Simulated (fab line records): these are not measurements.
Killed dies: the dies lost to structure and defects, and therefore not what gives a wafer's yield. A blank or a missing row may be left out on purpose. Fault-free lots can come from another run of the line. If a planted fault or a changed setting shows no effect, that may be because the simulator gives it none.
Code-filled problem report in 8D (eight disciplines) form ; flow n5-finfet ; the parts of the form that need people (team, actions taken, sign-off) are left out

## 1. THE PROBLEM
head-pressure-psi at N5_BEOL_M12_CMP_49 reads a mean of 0.7068 psi on 1 wafer of 1 lot; wafers without a fault read 0.9997 psi with a standard deviation of 0.0023. That is -99 or more standard deviations from the usual mean.
The step: polishes, stops on SiOC, t overpolish 20.6 s, target thk 320 nm.
First seen on wafer L365.1, day 14 06:54, on cmp-01. The record has a number at this step for 15 wafers belonging to 5 lots. Rule for "out" (also "out of limits"): further than 4 standard deviations from the usual mean. The rest of the wafers with a number are treated as sound.

## 2. WHAT IT IS; WHAT IT IS NOT
question;is;is not
which readings at this step;head-pressure-psi, barrier-field-endpoint-s;motor-current-A, overpolish-run-s, slurry-filter-dp-kPa
which lots;L365;L354, L363, L371, L373
which wafers of those lots;L365.1;L365.2, L365.3
read on which tools;cmp-01;cmp-02, cmp-03
when;from day 14 06:54;"up to then (8 sound wafers); but 6 sound wafers of L371, L373 came after"

## 3. SUSPECTS, AND WHAT RULES EACH OUT
Counting: any tool at a process step up to the reading remains a suspect provided it ran every lot that is out. Sound lots after the first of them don't rule it out here, since some wafers of a struck lot are sound.
- plasma-asher-01 at N5_BEOL_M12_STRIP_37 (strips in N2/H2): kept. It ran the lot that is out, L365 (day 14 03:28).
- rie-diel-03 at N5_BEOL_M12_ETCH_38 (etches SiCN in CF4/N2, target depth 68.7 nm, time 73.4 s): kept. It processed L365, the lot that is out, at day 14 03:35, and its most recent sound lot before then was L354 at day 11 02:28.
- pvd-sputter-03 at N5_BEOL_M12_SPUTTER_44 (material Ta, target thk 10 nm, time 16.13 s): kept. It ran the lot that is out, L365 (day 14 06:16).
- pvd-sputter-03 at N5_BEOL_M12_SPUTTER_45 (material Cu, target thk 80 nm, time 13.33 s): kept. It ran the lot that is out, L365 (day 14 06:20).
- rtp-anneal-02 at N5_BEOL_M12_ANNEAL_48 (time 90 s): kept. It processed L365, the lot that is out, at day 14 06:36, and its most recent sound lot before then was L363 at day 13 01:10.
- cmp-01 at N5_BEOL_M12_CMP_49 (polishes, stops on SiOC, t overpolish 20.6 s, target thk 320 nm): kept. It processed L365, the lot that is out, at day 14 06:54, and its most recent sound lot before then was L363 at day 13 01:32. On those wafers its own readings are out: barrier-field-endpoint-s, head-pressure-psi.
- Within plasma-asher-01 at N5_BEOL_M12_STRIP_37, the wafers that are out were processed in chamber 1 and their sound lot-mates in chamber 0.
- At N5_BEOL_M12_CMP_49, inside cmp-01: chamber 0 took the wafers that are out, while their sound lot-mates went through chambers 1, 2.
Left after counting: plasma-asher-01 at N5_BEOL_M12_STRIP_37, rie-diel-03 at N5_BEOL_M12_ETCH_38, pvd-sputter-03 at N5_BEOL_M12_SPUTTER_44, pvd-sputter-03 at N5_BEOL_M12_SPUTTER_45, rtp-anneal-02 at N5_BEOL_M12_ANNEAL_48, cmp-01 at N5_BEOL_M12_CMP_49.

## 4. THE CAUSE (what the simulator had put in)
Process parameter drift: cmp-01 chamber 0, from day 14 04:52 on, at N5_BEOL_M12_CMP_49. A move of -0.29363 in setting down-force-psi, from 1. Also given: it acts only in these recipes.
After counting, 6 suspects remain, this tool included.

## 5. THE CHAIN OF EFFECTS, in route order
Rows list readings where the struck wafers' mean (over those with a number) sits beyond 3 standard deviations from the usual. Scope: only readings with a usual standard deviation given in the record; hours: median across lots of the time from each lot's start at the first step in this table that gives one to its start at this step; sigmas: change in usual standard deviations.
hours;step;reading;usual;on struck wafers;change;sigmas
0;N5_BEOL_M12_CMP_49;barrier-field-endpoint-s;30.4 s;42.7;+12.3;+17
0;N5_BEOL_M12_CMP_49;head-pressure-psi;0.9997 psi;0.7068;-0.2929;-99 or more
It contains these process steps:
- N5_BEOL_M12_CMP_49: polishes, stops on SiOC, t overpolish 20.6 s, target thk 320 nm.

## 6. HOW IT WOULD HAVE BEEN CAUGHT EARLIER
The fault began at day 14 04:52; the first out-of-limits reading in this record came at day 14 06:54, 2 hours later.
